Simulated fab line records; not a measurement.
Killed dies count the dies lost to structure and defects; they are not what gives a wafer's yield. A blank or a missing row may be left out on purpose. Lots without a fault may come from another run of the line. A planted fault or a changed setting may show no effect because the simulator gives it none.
Matching of chambers + flow n5 finfet + rie diel-04 running N5_BEOL_M14_STRIP_37: 4 sister chambers
The step strips in O2. 4 wafers are shown with their chamber, then 9 later ones without.

WAFERS PAIRED WITH THEIR CHAMBERS
| wafer  | chamber | showerhead plenum p Torr (Torr) |
|--------|---------|---------------------------------|
| L081.1 | 2       | 2.22                            |
| L084.1 | 1       | 2.05                            |
| L084.3 | 0       | 2.23                            |
| L084.4 | 3       | 2.12                            |

WAFERS WITHOUT THEIR CHAMBER
| wafer  | showerhead plenum p Torr (Torr) |
|--------|---------------------------------|
| L086.1 | 2.22                            |
| L086.3 | 2.23                            |
| L086.5 | 2.12                            |
| L090.1 | 2.12                            |
| L090.2 | 2.22                            |
| L090.5 | 2.22                            |
| L095.1 | 2.22                            |
| L095.3 | 2.11                            |
| L095.4 | 2.05                            |

WHICH CHAMBER EACH WENT THROUGH
| wafer  | from the rows above | in truth                   |
|--------|---------------------|----------------------------|
| L086.1 | 2                   | 2                          |
| L086.3 | 0                   | 0                          |
| L086.5 | 3                   | 3                          |
| L090.1 | 3                   | 3                          |
| L090.2 | 2                   | 2                          |
| L090.5 | 2                   | 2                          |
| L095.1 | 2                   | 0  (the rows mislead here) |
| L095.3 | 3                   | 3                          |
| L095.4 | 1                   | 1                          |
Correct placement for 8 of the 9. Number that these rows cannot place: 0. Placed wrongly: 1.
How it was worked out, from the rows above alone: a wafer's distance from a chamber is the root of the sum, over the readings, of the square of ((its reading less the chamber's mean) divided by the reading's scatter). If the next closest chamber is less than 2 further off than the closest, the wafer can't be placed; otherwise it belongs to the closest. For every chamber, the mean is computed from those of its wafers that are shown. The scatter (one wafer shown for each chamber): square how far every hidden wafer sits from the nearest shown wafer, average those squares and take the square root.
